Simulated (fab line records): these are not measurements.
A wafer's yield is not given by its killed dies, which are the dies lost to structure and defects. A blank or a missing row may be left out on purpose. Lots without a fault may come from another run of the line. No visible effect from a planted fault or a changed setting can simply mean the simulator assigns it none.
Which tool was responsible?    flow n5_finfet    10 lots, 28 wafers sampled, at 5 steps of a route of 1938

== WHAT THE GAUGES SHOWED, per wafer ==
N5_GATE_CUT_THK_MEAS_24.
lot   measured      on             GC_FILL_THK (nm)
L713  day 5 01:19   film_metro-02  220.6 219.8 221.1
L714  day 5 03:03   film_metro-01  217.8 217.5 220.8
L715  day 5 13:37   film_metro-02  218.0 219.9 218.4
L718  day 6 01:39   film_metro-02  219.8 224.9 221.8
L719  day 6 08:08   film_metro-01  221.3 218.7 218.4
L721  day 6 21:15   film_metro-02  221.9 233.5
L722  day 7 06:54   film_metro-02  216.3 219.1
L730  day 9 07:55   film_metro-02  215.2 220.1 219.8
L734  day 10 04:14  film_metro-01  220.8 219.6 223.2
L735  day 10 08:50  film_metro-01  222.2 223.0 222.1

== EACH LOT AND THE TOOL THAT RAN IT (in order: tool; ch and the chambers of the sampled wafers; start) ==
lot   N5_GATE_CUT_HM_DEP_46           N5_GATE_CUT_HM_OPEN_40              N5_GATE_CUT_CUT_ETCH_54            N5_GATE_CUT_VAPOR_ETCH_49
L713  pecvd-02 ch 0,1,2, day 4 21:26  rie_diel-04 ch 0,1,3, day 4 22:03   rie_metal-03 ch 0,1, day 4 22:20   rie_metal-03 ch 0,1, day 4 22:29
L714  pecvd-04 ch 0,2, day 4 23:44    rie_diel-05 ch 0,3, day 5 00:23     rie_metal-01 ch 1, day 5 00:40     rie_metal-01 ch 1, day 5 00:49
L715  pecvd-01 ch 0,1, day 5 10:17    rie_diel-01 ch 2,3, day 5 11:03     rie_metal-01 ch 0,1, day 5 11:20   rie_metal-01 ch 0,1, day 5 11:29
L718  pecvd-01 ch 1,2, day 5 22:23    rie_diel-04 ch 0,1, day 5 23:10     rie_metal-01 ch 0,1, day 5 23:28   rie_metal-01 ch 0,1, day 5 23:37
L719  pecvd-02 ch 0,1,2, day 6 05:01  rie_diel-01 ch 1,2,3, day 6 05:40   rie_metal-03 ch 0,1, day 6 05:58   rie_metal-03 ch 0,1, day 6 06:07
L721  pecvd-01 ch 0,1, day 6 18:11    rie_diel-01 ch 1,2, day 6 18:47     rie_metal-01 ch 1, day 6 19:05     rie_metal-01 ch 1, day 6 19:14
L722  pecvd-04 ch 1,2, day 7 03:41    rie_diel-05 ch 0,1, day 7 04:26     rie_metal-02 ch 0,1, day 7 04:44   rie_metal-02 ch 0,1, day 7 04:53
L730  pecvd-04 ch 1,2, day 9 04:46    rie_diel-04 ch 2,3, day 9 05:23     rie_metal-02 ch 1, day 9 05:41     rie_metal-02 ch 1, day 9 05:50
L734  pecvd-04 ch 0,2, day 10 01:01   rie_diel-05 ch 2,3, day 10 01:46    rie_metal-03 ch 0,1, day 10 02:04  rie_metal-03 ch 0,1, day 10 02:13
L735  pecvd-02 ch 0,2, day 10 05:21   rie_diel-01 ch 1,2,3, day 10 06:22  rie_metal-01 ch 0,1, day 10 06:39  rie_metal-01 ch 0,1, day 10 06:48
- N5_GATE_CUT_HM_DEP_46: deposits SiO2 from TEOS/O2, target thk 130 nm, time 26.6 s.
- N5_GATE_CUT_HM_OPEN_40: chemistry C4F6/O2, target SiO2, target depth 139 nm, time 85.1 s.
- N5_GATE_CUT_CUT_ETCH_54: etches TiN in Cl2/BCl3, target depth 96.7 nm.
- N5_GATE_CUT_VAPOR_ETCH_49: etches TiAlC in BCl3/Cl2.

== THE ANSWER, worked out from the rows above alone ==
Rule: what is usual is taken from the lots themselves. Put in order of their means at a reading, lots are off if they are a third of the lots or fewer, leave a main group of 4 or more, and stand apart from it by a gap of 3 or more times the standard deviation of the main group's means; of several such gaps the widest counts. A main group whose means are all the same, to the digits that the tables above print for the reading, isn't used. Also off: a lot with no number at a reading for which 4 or more lots have one. The other lots that the step has rows for count as sound.
Off: at N5_GATE_CUT_THK_MEAS_24 (GC_FILL_THK), L721. The main group has a mean of 219.9 nm with a standard deviation of 1.6.
If a tool, at a process step before that reading, ran all the lots that are off and no sound lot after the first of them, it fits. Those tools and the gauges at N5_GATE_CUT_THK_MEAS_24 are tried in the same way. One fits: N5_GATE_CUT_HM_DEP_46 on pecvd-01. A fault onset in the window from L718 (day 5 22:23, its last sound lot) to L721 (day 6 18:11, its first lot off) fits.

== WHAT THE SIMULATOR PUT IN ==
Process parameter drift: pecvd-01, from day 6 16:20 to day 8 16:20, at N5_GATE_CUT_HM_DEP_46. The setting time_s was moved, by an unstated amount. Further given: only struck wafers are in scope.
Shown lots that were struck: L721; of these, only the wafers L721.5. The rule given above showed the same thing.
